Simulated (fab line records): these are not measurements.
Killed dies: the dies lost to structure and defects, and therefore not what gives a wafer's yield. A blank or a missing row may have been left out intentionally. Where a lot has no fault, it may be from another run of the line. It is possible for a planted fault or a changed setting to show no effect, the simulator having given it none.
fab line records	flow n5-finfet
record lots=11	wafers=33	last-day=18
route steps=1938 shown BEOL_M1@754 BEOL_M4@1111
lots that met no fault: from a run of the same line without faults
start-h: hours from the record's first day to the start of the lot's first wafer shown	wait-h: time in hours since the lot's previous step	" identical to the entry in the row above	L1.1+2: several wafers, shown together as one row	- either no value or no given start	* or withheld: withheld	< > ~ a bound
route shown NAME@n: names a module that has steps shown in the file, with the first one's number in the route	usual: average and standard deviation across the fault-free wafers	same: alike in all rows	chamber/n: place in a boat	sites: per-site readings	_std_site: the values' standard deviation	_edge_site: mean of outer sites minus mean of inner sites	radius-mm: how far each site lies from the wafer's centre	mask NAME#n: copy n	behind: the tool/chamber that last shaped the wafer	hold: what put the lot on hold/how long, in hours/how the hold closed	device: transistor that didn't switch, given as n, p or np	end of line: tests of these same wafers at the route's end	step lacking rows: just its recipe	killed: count of dies lost to structure and defects at first sort (not the wafer's yield)	map: a wafer's dies, marking killed ones x, the rest . and places with no die _
set.NAME: the setting the step ran with; set.NAME@STEP: the setting that earlier step ran with	model.NAME: the simulator's own value behind a step, which no gauge read
route steps across a sampled set of lots; one table per step, one row per wafer
services: when a tool's chamber went out of use (start-h, in hours from the record's first day, below 0 if earlier), for how many hours, and the reason
## steps
# step N5_BEOL_M1_HM_DEP_02
# recipe material=TiN	target-thk-a=200	temp-c=25	chamber-pressure-pa=0.49996
# usual throttle-valve-pct=30.1/1
lot.wafer	tool	chamber	start-h	wait-h	throttle-valve-pct
L372.1	pvd-sputter-02	-	136.63	0.4	28.3
L372.5	"	-	"	"	28.4
L372.6	"	-	"	"	30.7
L373.3	pvd-sputter-03	-	142.86	0.1	28.5
L373.4	"	-	"	"	30.4
L373.6	"	-	"	"	31.4
L374.2	pvd-sputter-03	-	143.51	0.4	31.1
L374.3	"	-	"	"	30.3
L374.4	"	-	"	"	30.5
L375.1	pvd-sputter-02	-	156.26	0.6	31.0
L375.3	"	-	"	"	30.5
L375.5	"	-	"	"	29.5
L378.2	pvd-sputter-03	-	168.23	1.4	28.6
L378.5	"	-	"	"	31.3
L378.6	"	-	"	"	30.7
L377.1	pvd-sputter-01	-	169.42	0.1	29.6
L377.4	"	-	"	"	29.6
L377.5	"	-	"	"	29.8
L379.1	pvd-sputter-02	-	182.78	0.8	31.0
L379.4	"	-	"	"	30.8
L379.5	"	-	"	"	28.3
L380.1	pvd-sputter-02	-	188.28	1.4	28.2
L380.4	"	-	"	"	31.1
L380.6	"	-	"	"	30.5
L384.1	pvd-sputter-03	-	211.29	0.9	28.5
L384.2	"	-	"	"	31.4
L384.4	"	-	"	"	30.3
L391.1	pvd-sputter-03	-	253.46	1.1	31.5
L391.2	"	-	"	"	30.7
L391.5	"	-	"	"	29.9
L392.1	pvd-sputter-01	-	261.83	0.5	29.6
L392.4	"	-	"	"	31.9
L392.6	"	-	"	"	29.6
# step N5_BEOL_M1_INSPECT_13
# recipe mode=adi	inspect-instrument=brightfield
# usual raw-defect-count=355/72
lot.wafer	tool	chamber	start-h	wait-h	raw-defect-count
L372.1	defect-inspect-01	-	137.23	0.1	308
L372.5	"	-	"	"	289
L372.6	"	-	"	"	396
L373.3	defect-inspect-02	-	143.34	0.0	525
L373.4	"	-	"	"	348
L373.6	"	-	"	"	483
L374.2	defect-inspect-01	-	143.99	0.0	313
L374.3	"	-	"	"	376
L374.4	"	-	"	"	536
L375.1	defect-inspect-01	-	156.87	0.1	323
L375.3	"	-	"	"	364
L375.5	"	-	"	"	378
L378.2	defect-inspect-01	-	168.71	0.0	410
L378.5	"	-	"	"	312
L378.6	"	-	"	"	398
L377.1	defect-inspect-01	-	170.03	0.1	235
L377.4	"	-	"	"	265
L377.5	"	-	"	"	203
L379.1	defect-inspect-01	-	183.27	0.1	318
L379.4	"	-	"	"	341
L379.5	"	-	"	"	442
L380.1	defect-inspect-01	-	188.88	0.1	191
L380.4	"	-	"	"	306
L380.6	"	-	"	"	419
L384.1	defect-inspect-01	-	211.77	0.1	389
L384.2	"	-	"	"	479
L384.4	"	-	"	"	303
L391.1	defect-inspect-02	-	254.06	0.1	444
L391.2	"	-	"	"	429
L391.5	"	-	"	"	382
L392.1	defect-inspect-01	-	262.43	0.1	360
L392.4	"	-	"	"	328
L392.6	"	-	"	"	399
# step N5_BEOL_M1_COAT_68
# recipe resist=SiARC	temp-c=220	time-s=60	spin-rpm=1500	resist-thk-nm=12
# usual spin-speed-rpm=1500.1/0.92
lot.wafer	tool	chamber	start-h	wait-h	spin-speed-rpm
L372.1	litho-track-05	0	137.81	-	1500.0
L372.5	"	0	"	"	1500.0
L372.6	"	0	"	"	1500.2
L373.3	litho-track-01	0	143.84	-	1501.1
L373.4	"	0	"	"	1501.6
L373.6	"	0	"	"	1503.1
L374.2	litho-track-05	0	144.49	-	1500.1
L374.3	"	0	"	"	1500.5
L374.4	"	0	"	"	1500.2
L375.1	litho-track-01	0	157.48	-	1500.4
L375.3	"	0	"	"	1501.2
L375.5	"	0	"	"	1500.7
L378.2	litho-track-01	0	169.43	-	1497.8
L378.5	"	0	"	"	1497.6
L378.6	"	0	"	"	1498.8
L377.1	litho-track-05	0	170.53	-	1500.1
L377.4	"	0	"	"	1500.2
L377.5	"	0	"	"	1501.2
L379.1	litho-track-05	0	183.78	-	1498.9
L379.4	"	0	"	"	1499.9
L379.5	"	0	"	"	1500.7
L380.1	litho-track-05	0	189.38	-	1500.2
L380.4	"	0	"	"	1499.6
L380.6	"	0	"	"	1500.3
L384.1	litho-track-05	0	212.27	-	1500.1
L384.2	"	0	"	"	1499.9
L384.4	"	0	"	"	1498.9
L391.1	litho-track-05	0	254.56	-	1386.6
L391.2	"	0	"	"	1387.8
L391.5	"	0	"	"	1387.2
L392.1	litho-track-05	0	262.93	-	1386.3
L392.4	"	0	"	"	1386.9
L392.6	"	0	"	"	1387.1
# step N5_BEOL_M1_CD_MEAS_28
# recipe landing-energy-ev=500	detector=se-inlens	target-cd-y-nm=23.3
# usual cd-nm=23.91/0.22
# same landing-energy-ev=500
lot.wafer	tool	chamber	start-h	wait-h	cd-nm
L372.1	cd-sem-01	0	138.22	-	23.60
L372.5	"	0	"	"	23.71
L372.6	"	0	"	"	23.74
L373.3	cd-sem-01	0	144.25	-	23.91
L373.4	"	0	"	"	23.85
L373.6	"	0	"	"	23.62
L374.2	cd-sem-01	0	144.78	-	23.87
L374.3	"	0	"	"	23.70
L374.4	"	0	"	"	23.71
L375.1	cd-sem-03	0	157.76	-	23.98
L375.3	"	0	"	"	24.07
L375.5	"	0	"	"	24.22
L378.2	cd-sem-01	0	169.84	-	24.30
L378.5	"	0	"	"	23.72
L378.6	"	0	"	"	24.22
L377.1	cd-sem-03	0	170.81	-	23.60
L377.4	"	0	"	"	23.76
L377.5	"	0	"	"	23.98
L379.1	cd-sem-01	0	184.22	-	24.07
L379.4	"	0	"	"	24.27
L379.5	"	0	"	"	24.03
L380.1	cd-sem-02	0	189.79	-	24.18
L380.4	"	0	"	"	23.92
L380.6	"	0	"	"	24.04
L384.1	cd-sem-01	0	212.68	-	23.62
L384.2	"	0	"	"	23.39
L384.4	"	0	"	"	23.87
L391.1	cd-sem-01	0	254.96	-	23.57
L391.2	"	0	"	"	23.57
L391.5	"	0	"	"	23.38
L392.1	cd-sem-02	0	263.34	-	23.70
L392.4	"	0	"	"	23.64
L392.6	"	0	"	"	24.08
# step N5_BEOL_M4_RC_MEAS_101
# usual DIBL_N=36.3/1.6	DIBL_P=36.5/1.6	IOFF_N=0.163/0.026	IOFF_P=0.22/0.033	ION_N=676/9.9	ION_P=464/6.5	SS_N=71.5/0.5	SS_P=73.3/0.64	VT_N=249.3/2.9	VT_P=-250/3.2
lot.wafer	tool	chamber	start-h	wait-h	DIBL_N[mV/V]	DIBL_P[mV/V]	IOFF_N[nA/um]	IOFF_P[nA/um]	ION_N[uA/um]	ION_P[uA/um]	SS_N[mV/dec]	SS_P[mV/dec]	VT_N[mV]	VT_P[mV]
L372.1	prober-01	0	200.16	0.0	34.8	36.6	0.169	0.20	691	466	71.5	73.7	249.6	-250
L372.5	"	0	"	"	33.5	34.8	0.140	0.17	672	467	71.0	72.9	250.4	-251
L372.6	"	0	"	"	34.9	36.3	0.165	0.20	692	471	70.9	74.6	247.7	-251
L373.3	prober-01	0	206.53	0.3	36.8	37.1	0.165	0.22	687	468	71.1	72.8	247.6	-248
L373.4	"	0	"	"	37.4	37.5	0.176	0.24	699	479	71.5	73.6	247.3	-248
L373.6	"	0	"	"	37.0	37.0	0.153	0.22	674	462	71.9	73.2	249.2	-251
L374.2	prober-02	0	208.37	0.2	36.9	37.9	0.179	0.22	673	463	71.6	74.8	245.1	-251
L374.3	"	0	"	"	37.0	38.1	0.182	0.22	688	466	71.7	73.9	246.4	-250
L374.4	"	0	"	"	35.6	36.5	0.160	0.20	697	464	70.8	74.3	248.8	-253
L375.1	prober-01	0	215.01	0.0	35.5	36.1	0.146	0.20	666	453	71.3	73.2	252.9	-253
L375.3	"	0	"	"	38.1	38.4	0.192	0.24	687	462	71.6	73.6	246.5	-249
L375.5	"	0	"	"	35.7	36.6	0.154	0.21	680	468	70.6	73.5	246.8	-251
L378.2	prober-02	0	234.80	0.2	38.9	37.9	0.218	0.28	683	474	72.0	73.7	246.9	-247
L378.5	"	0	"	"	39.4	38.2	0.235	0.28	689	469	72.1	74.2	242.8	-246
L378.6	"	0	"	"	39.1	37.9	0.222	0.28	696	473	72.5	73.8	244.2	-245
L377.1	prober-01	0	235.10	0.0	34.5	35.3	0.135	0.17	670	452	71.3	72.5	252.4	-254
L377.4	"	0	"	"	34.2	35.9	0.142	0.18	682	464	71.1	72.5	249.9	-250
L377.5	"	0	"	"	33.9	34.6	0.129	0.17	674	461	71.5	72.6	249.3	-252
L379.1	prober-02	0	254.38	0.0	35.7	36.2	0.166	0.22	674	464	71.5	73.8	249.9	-248
L379.4	"	0	"	"	36.0	36.5	0.165	0.22	677	463	70.5	73.2	250.0	-248
L379.5	"	0	"	"	35.3	35.6	0.152	0.21	667	458	71.2	73.4	250.9	-249
L380.1	prober-01	0	257.76	0.0	35.7	35.7	0.159	0.22	679	465	71.2	73.0	248.4	-249
L380.4	"	0	"	"	33.8	33.9	0.133	0.20	664	467	70.5	72.6	249.7	-249
L380.6	"	0	"	"	35.4	36.0	0.158	0.23	672	460	71.8	73.0	250.1	-248
L384.1	prober-02	0	266.32	0.0	33.4	33.8	0.116	0.16	656	456	70.8	72.8	254.8	-256
L384.2	"	0	"	"	36.1	36.6	0.158	0.20	679	457	71.7	73.6	248.3	-253
L384.4	"	0	"	"	36.3	36.6	0.153	0.19	669	459	71.2	73.0	251.0	-253
L391.1	prober-01	0	316.29	0.0	36.0	37.1	0.169	0.22	669	465	71.8	73.4	249.5	-250
L391.2	"	0	"	"	34.9	35.2	0.145	0.19	662	456	71.6	73.5	252.3	-251
L391.5	"	0	"	"	35.7	36.3	0.164	0.22	672	462	71.7	73.8	250.3	-248
L392.1	prober-01	0	320.48	0.0	36.3	35.8	0.173	0.24	681	463	71.5	73.2	246.1	-246
L392.4	"	0	"	"	36.5	35.5	0.165	0.23	671	462	72.0	74.0	247.7	-246
L392.6	"	0	"	"	38.5	39.0	0.217	0.30	696	473	72.0	74.1	243.8	-245
## services
tool	chamber	start-h	hours	kind
pvd-sputter-03	-	123.26	7.9	repair
pvd-sputter-02	-	137.70	5.1	repair
litho-track-01	-	179.45	-	consumable-replace:filter
## key
first-sign step=N5_BEOL_M1_COAT_68	reading=spin-speed-rpm	direction=down	sigmas=99+	usual=*	struck=*
effect none on later readings
met-at N5_BEOL_M1_COAT_68
struck-lots L391,L392
not-acting-at N5_BEOL_M1_HM_DEP_02,N5_BEOL_M1_INSPECT_13,N5_BEOL_M1_CD_MEAS_28
onset-between 212.27 254.56
fault kind=process-parameter-drift	tool=litho-track-05	chamber=-	onset-h=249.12	steps=N5_BEOL_M1_COAT_68	channel=spin-rpm	offset=*	shape=step	end-h=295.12	acts-in=*	stated=*
